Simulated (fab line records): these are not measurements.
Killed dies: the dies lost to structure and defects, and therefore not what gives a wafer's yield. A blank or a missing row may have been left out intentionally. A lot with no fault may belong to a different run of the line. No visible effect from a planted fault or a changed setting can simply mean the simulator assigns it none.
Which of the tools did it? || flow nand harc || 42 wafers from 14 lots sampled at 6 of the route's 1302 steps

== WHAT EACH GAUGE READ, for each wafer ==
NHARC_A_ONON_D2_THK_MEAS_18: measures by ellipsometry. Usual: thk nm at 1002 nm, with a standard deviation of 11.
{"lot": "L768", "measured": "day 12 21:02", "on": "film metro-01", "thk nm (nm)": "999 1000 1001", "flag": ""}
{"lot": "L769", "measured": "day 12 21:02", "on": "film metro-01", "thk nm (nm)": "991 990 993", "flag": ""}
{"lot": "L771", "measured": "day 14 04:43", "on": "film metro-01", "thk nm (nm)": "1017 1015 1017", "flag": ""}
{"lot": "L770", "measured": "day 14 04:41", "on": "film metro-02", "thk nm (nm)": "998 998 997", "flag": ""}
{"lot": "L773", "measured": "day 14 11:49", "on": "film metro-01", "thk nm (nm)": "1021 1021 1019", "flag": ""}
{"lot": "L772", "measured": "day 14 11:50", "on": "film metro-02", "thk nm (nm)": "998 996 996", "flag": ""}
{"lot": "L774", "measured": "day 15 03:41", "on": "film metro-01", "thk nm (nm)": "995 997 995", "flag": ""}
{"lot": "L776", "measured": "day 15 20:09", "on": "film metro-01", "thk nm (nm)": "1011 1014 1012", "flag": ""}
{"lot": "L777", "measured": "day 16 09:03", "on": "film metro-02", "thk nm (nm)": "999 998 997", "flag": ""}
{"lot": "L778", "measured": "day 16 09:03", "on": "film metro-01", "thk nm (nm)": "996 996 997", "flag": ""}
{"lot": "L788", "measured": "day 21 00:14", "on": "film metro-02", "thk nm (nm)": "1009 1009 1007", "flag": ""}
{"lot": "L787", "measured": "day 21 00:14", "on": "film metro-01", "thk nm (nm)": "976 975 976", "flag": ""}
{"lot": "L790", "measured": "day 21 17:27", "on": "film metro-02", "thk nm (nm)": "994 992 992", "flag": ""}
{"lot": "L791", "measured": "day 22 21:53", "on": "film metro-02", "thk nm (nm)": "1013 1014 1014", "flag": ""}

NHARC_A_ONON_D2_THK_MEAS_21: measures by ellipsometry. Usual: thk nm at 1004 nm, with a standard deviation of 12.
{"lot": "L768", "measured": "day 12 21:36", "on": "film metro-01", "thk nm (nm)": "989 991 988", "flag": ""}
{"lot": "L769", "measured": "day 12 21:37", "on": "film metro-01", "thk nm (nm)": "994 993 993", "flag": ""}
{"lot": "L771", "measured": "day 14 05:18", "on": "film metro-02", "thk nm (nm)": "1023 1019 1022", "flag": ""}
{"lot": "L770", "measured": "day 14 05:16", "on": "film metro-01", "thk nm (nm)": "1014 1014 1012", "flag": ""}
{"lot": "L773", "measured": "day 14 12:23", "on": "film metro-01", "thk nm (nm)": "995 996 995", "flag": ""}
{"lot": "L772", "measured": "day 14 12:23", "on": "film metro-02", "thk nm (nm)": "986 986 987", "flag": ""}
{"lot": "L774", "measured": "day 15 04:16", "on": "film metro-02", "thk nm (nm)": "1004 1004 1005", "flag": ""}
{"lot": "L776", "measured": "day 15 20:43", "on": "film metro-02", "thk nm (nm)": "1007 1007 1007", "flag": ""}
{"lot": "L777", "measured": "day 16 09:46", "on": "film metro-01", "thk nm (nm)": "1007 1006 1005", "flag": ""}
{"lot": "L778", "measured": "day 16 09:58", "on": "film metro-02", "thk nm (nm)": "993 991 994", "flag": ""}
{"lot": "L788", "measured": "day 21 00:48", "on": "film metro-01", "thk nm (nm)": "1003 1002 1003", "flag": ""}
{"lot": "L787", "measured": "day 21 00:48", "on": "film metro-02", "thk nm (nm)": "997 1000 999", "flag": ""}
{"lot": "L790", "measured": "day 21 18:01", "on": "film metro-02", "thk nm (nm)": "1007 1007 1008", "flag": ""}
{"lot": "L791", "measured": "day 22 22:28", "on": "film metro-01", "thk nm (nm)": "1009 1009 1009", "flag": ""}

NHARC_A_ONON_D2_THK_MEAS_27: measures by ellipsometry. Usual: thk nm at 1000 nm, with a standard deviation of 11.
{"lot": "L768", "measured": "day 12 22:44", "on": "film metro-01", "thk nm (nm)": "994 993 994", "flag": ""}
{"lot": "L769", "measured": "day 12 22:45", "on": "film metro-01", "thk nm (nm)": "996 995 995", "flag": ""}
{"lot": "L771", "measured": "day 14 06:26", "on": "film metro-01", "thk nm (nm)": "1019 1018 1018", "flag": ""}
{"lot": "L770", "measured": "day 14 06:23", "on": "film metro-01", "thk nm (nm)": "1018 1018 1021", "flag": ""}
{"lot": "L773", "measured": "day 14 13:31", "on": "film metro-01", "thk nm (nm)": "1024 1024 1025", "flag": ""}
{"lot": "L772", "measured": "day 14 13:31", "on": "film metro-02", "thk nm (nm)": "1005 1003 1005", "flag": ""}
{"lot": "L774", "measured": "day 15 05:24", "on": "film metro-02", "thk nm (nm)": "977 978 977", "flag": ""}
{"lot": "L776", "measured": "day 15 21:51", "on": "film metro-01", "thk nm (nm)": "994 993 993", "flag": ""}
{"lot": "L777", "measured": "day 16 10:54", "on": "film metro-02", "thk nm (nm)": "999 1244 1245", "flag": "OFF"}
{"lot": "L778", "measured": "day 16 11:15", "on": "film metro-02", "thk nm (nm)": "1248 1249 1004", "flag": "OFF"}
{"lot": "L788", "measured": "day 21 01:56", "on": "film metro-02", "thk nm (nm)": "1003 1003 1003", "flag": ""}
{"lot": "L787", "measured": "day 21 01:56", "on": "film metro-01", "thk nm (nm)": "1012 1013 1013", "flag": ""}
{"lot": "L790", "measured": "day 21 19:21", "on": "film metro-02", "thk nm (nm)": "997 996 994", "flag": ""}
{"lot": "L791", "measured": "day 22 23:35", "on": "film metro-01", "thk nm (nm)": "999 998 997", "flag": ""}

NHARC_END_SORT_01. Usual: killed at array 44, standard deviation 16; killed at other 0.6, standard deviation 1.1; killed at periphery 3.9, standard deviation 2.6; killed dies 48, standard deviation 16; killed open 3.1, standard deviation 1.9; killed short 2.4, standard deviation 1.8.
{"lot": "L777", "measured": "day 28 06:03", "on": "prober-02", "killed at array": "58 673 673", "killed at other": "0 0 0", "killed at periphery": "6 4 4", "killed dies": "64 677 677", "killed open": "5 2 3", "killed short": "3 3 1", "flag": "OFF"}
{"lot": "L778", "measured": "day 28 08:25", "on": "prober-01", "killed at array": "671 673 37", "killed at other": "1 0 1", "killed at periphery": "5 4 8", "killed dies": "677 677 46", "killed open": "4 2 6", "killed short": "7 8 1", "flag": "OFF"}

== WHAT TOOL EACH LOT RAN ON (gives the tool, then ch and the chambers of the sampled wafers, and finally the start) ==
{"lot": "L768", "NHARC_A_CHANNEL_FILL_D1_CMP_10": "cmp-01 ch 0,2, day 10 20:11", "NHARC_A_ONON_D2_DEP_25": "pecvd onon-02 ch 0, day 12 22:17"}
{"lot": "L769", "NHARC_A_CHANNEL_FILL_D1_CMP_10": "cmp-04 ch 1,2,3, day 10 20:11", "NHARC_A_ONON_D2_DEP_25": "pecvd onon-04 ch 0, day 12 22:14"}
{"lot": "L771", "NHARC_A_CHANNEL_FILL_D1_CMP_10": "cmp-01 ch 1,2, day 12 01:08", "NHARC_A_ONON_D2_DEP_25": "pecvd onon-02 ch 0, day 14 06:02"}
{"lot": "L770", "NHARC_A_CHANNEL_FILL_D1_CMP_10": "cmp-04 ch 0,1,3, day 12 01:10", "NHARC_A_ONON_D2_DEP_25": "pecvd onon-03 ch 0, day 14 05:53"}
{"lot": "L773", "NHARC_A_CHANNEL_FILL_D1_CMP_10": "cmp-01 ch 0,1,2, day 12 13:13", "NHARC_A_ONON_D2_DEP_25": "pecvd onon-04 ch 0, day 14 13:00"}
{"lot": "L772", "NHARC_A_CHANNEL_FILL_D1_CMP_10": "cmp-04 ch 0,1, day 12 13:13", "NHARC_A_ONON_D2_DEP_25": "pecvd onon-03 ch 0, day 14 13:01"}
{"lot": "L774", "NHARC_A_CHANNEL_FILL_D1_CMP_10": "cmp-02 ch 0,2,3, day 13 04:35", "NHARC_A_ONON_D2_DEP_25": "pecvd onon-03 ch 0, day 15 05:04"}
{"lot": "L776", "NHARC_A_CHANNEL_FILL_D1_CMP_10": "cmp-01 ch 0,2,3, day 13 23:34", "NHARC_A_ONON_D2_DEP_25": "pecvd onon-04 ch 0, day 15 21:20"}
{"lot": "L777", "NHARC_A_CHANNEL_FILL_D1_CMP_10": "cmp-04 ch 0,1,2, day 14 11:57", "NHARC_A_ONON_D2_DEP_25": "pecvd onon-04 ch 0, day 16 10:27"}
{"lot": "L778", "NHARC_A_CHANNEL_FILL_D1_CMP_10": "cmp-04 ch 0,1, day 14 16:00", "NHARC_A_ONON_D2_DEP_25": "pecvd onon-04 ch 0, day 16 10:44"}
{"lot": "L788", "NHARC_A_CHANNEL_FILL_D1_CMP_10": "cmp-04 ch 1,2, day 19 00:22", "NHARC_A_ONON_D2_DEP_25": "pecvd onon-03 ch 0, day 21 01:35"}
{"lot": "L787", "NHARC_A_CHANNEL_FILL_D1_CMP_10": "cmp-01 ch 1,2, day 19 00:23", "NHARC_A_ONON_D2_DEP_25": "pecvd onon-04 ch 0, day 21 01:32"}
{"lot": "L790", "NHARC_A_CHANNEL_FILL_D1_CMP_10": "cmp-02 ch 0,1,2, day 19 23:03", "NHARC_A_ONON_D2_DEP_25": "pecvd onon-03 ch 0, day 21 18:50"}
{"lot": "L791", "NHARC_A_CHANNEL_FILL_D1_CMP_10": "cmp-01 ch 0,1, day 20 19:08", "NHARC_A_ONON_D2_DEP_25": "pecvd onon-03 ch 0, day 22 23:08"}
- NHARC_A_CHANNEL_FILL_D1_CMP_10: polishes, target thk 150 nm.
- NHARC_A_ONON_D2_DEP_25: target thk 1000 nm.

== WHAT THE TOOLS THEMSELVES READ (means of the sampled wafers that have a number; where no wafer has one, the mark that the record gives instead) ==
NHARC_A_CHANNEL_FILL_D1_CMP_10. Usual: motor current A 12.3 A, standard deviation 0.85; time to endpoint s 15.1 s, standard deviation 2.1.
{"lot": "L768", "tool": "cmp-01", "motor current A (A)": 13.3, "time to endpoint s (s)": 14.9, "flag": ""}
{"lot": "L769", "tool": "cmp-04", "motor current A (A)": 12.0, "time to endpoint s (s)": 15.9, "flag": ""}
{"lot": "L771", "tool": "cmp-01", "motor current A (A)": 13.3, "time to endpoint s (s)": 15.0, "flag": ""}
{"lot": "L770", "tool": "cmp-04", "motor current A (A)": 11.9, "time to endpoint s (s)": 12.6, "flag": ""}
{"lot": "L773", "tool": "cmp-01", "motor current A (A)": 13.4, "time to endpoint s (s)": 16.8, "flag": ""}
{"lot": "L772", "tool": "cmp-04", "motor current A (A)": 12.1, "time to endpoint s (s)": 13.3, "flag": ""}
{"lot": "L774", "tool": "cmp-02", "motor current A (A)": 11.7, "time to endpoint s (s)": 13.1, "flag": ""}
{"lot": "L776", "tool": "cmp-01", "motor current A (A)": 12.8, "time to endpoint s (s)": 12.6, "flag": ""}
{"lot": "L777", "tool": "cmp-04", "motor current A (A)": 12.0, "time to endpoint s (s)": 15.6, "flag": ""}
{"lot": "L778", "tool": "cmp-04", "motor current A (A)": 12.6, "time to endpoint s (s)": 15.0, "flag": ""}
{"lot": "L788", "tool": "cmp-04", "motor current A (A)": 12.4, "time to endpoint s (s)": 19.5, "flag": ""}
{"lot": "L787", "tool": "cmp-01", "motor current A (A)": 13.3, "time to endpoint s (s)": 17.2, "flag": ""}
{"lot": "L790", "tool": "cmp-02", "motor current A (A)": 11.4, "time to endpoint s (s)": 13.9, "flag": ""}
{"lot": "L791", "tool": "cmp-01", "motor current A (A)": 13.0, "time to endpoint s (s)": 15.7, "flag": ""}

== THE ANSWER, worked out from the rows above alone ==
Rule: lot off if the mean of its wafers having a number is beyond 3 standard deviations from the usual mean. Also off: a lot with no number at a reading for which 4 or more lots have one. Any other lot the step has rows for is counted as sound. Order of review: gauges by route order, followed by the tools' own readings, for which a lot's mean as printed above is used. The first step at which some lot is off is used, and at that step the reading that is off furthest; a lot without a number counts as furthest.
Off: L777, L778, at NHARC_A_ONON_D2_THK_MEAS_27 (thk nm).
If a tool, at a process step before that reading, ran all the lots that are off and no sound lot after the first of them, it fits. The gauges at NHARC_A_ONON_D2_THK_MEAS_27 aren't tried: what is off there is off at NHARC_END_SORT_01 too, on other tools, and a gauge's error can't cause that. Of those tried, none fits.

== WHAT WAS PUT IN BY THE SIMULATOR ==
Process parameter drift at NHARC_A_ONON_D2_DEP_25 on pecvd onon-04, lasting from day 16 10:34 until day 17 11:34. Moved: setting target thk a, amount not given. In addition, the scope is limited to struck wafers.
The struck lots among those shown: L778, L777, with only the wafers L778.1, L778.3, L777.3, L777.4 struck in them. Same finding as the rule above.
